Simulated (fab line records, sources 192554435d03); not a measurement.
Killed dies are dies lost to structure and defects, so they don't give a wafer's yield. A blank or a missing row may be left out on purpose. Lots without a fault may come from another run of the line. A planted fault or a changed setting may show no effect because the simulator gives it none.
Chamber matching | flow n5_finfet | N5_FIN_SAQP_ETCH_65 on rie_si-04: 3 sister chambers
The step etches SiO2 in CF4, target depth 4 nm, time 4.4 s. 3 wafers are shown with their chamber, then 6 later ones without.

WAFERS WITH THEIR CHAMBER
wafer  | chamber | throttle_valve_pct (%)
L086.2 | 2       | 21.93
L086.3 | 0       | 21.79
L087.1 | 3       | 22.27

WAFERS WITHOUT THEIR CHAMBER
wafer  | throttle_valve_pct (%)
L087.6 | 22.26
L089.4 | 21.92
L089.5 | 21.79
L092.4 | 22.26
L092.5 | 21.92
L092.6 | 22.26

WHICH CHAMBER EACH WENT THROUGH
wafer  | from the rows above | in truth
L087.6 | 3                   | 3
L089.4 | 2                   | 2
L089.5 | 0                   | 0
L092.4 | 3                   | 3
L092.5 | 2                   | 2
L092.6 | 3                   | 3
Placed correctly: 6 of 6. Can't be placed from these rows: 0. Placed wrongly: 0.
How it was worked out, from the rows above alone: a wafer's distance from a chamber is the root of the sum, over the readings, of the square of ((its reading less the chamber's mean) divided by the reading's scatter). The wafer belongs to the nearest chamber; if the next one is less than 2 further off, it can't be placed. A chamber's mean is the mean of its shown wafers. The scatter: with one shown wafer a chamber, the root of the mean of the squares of how far each hidden wafer lies from its nearest shown one.
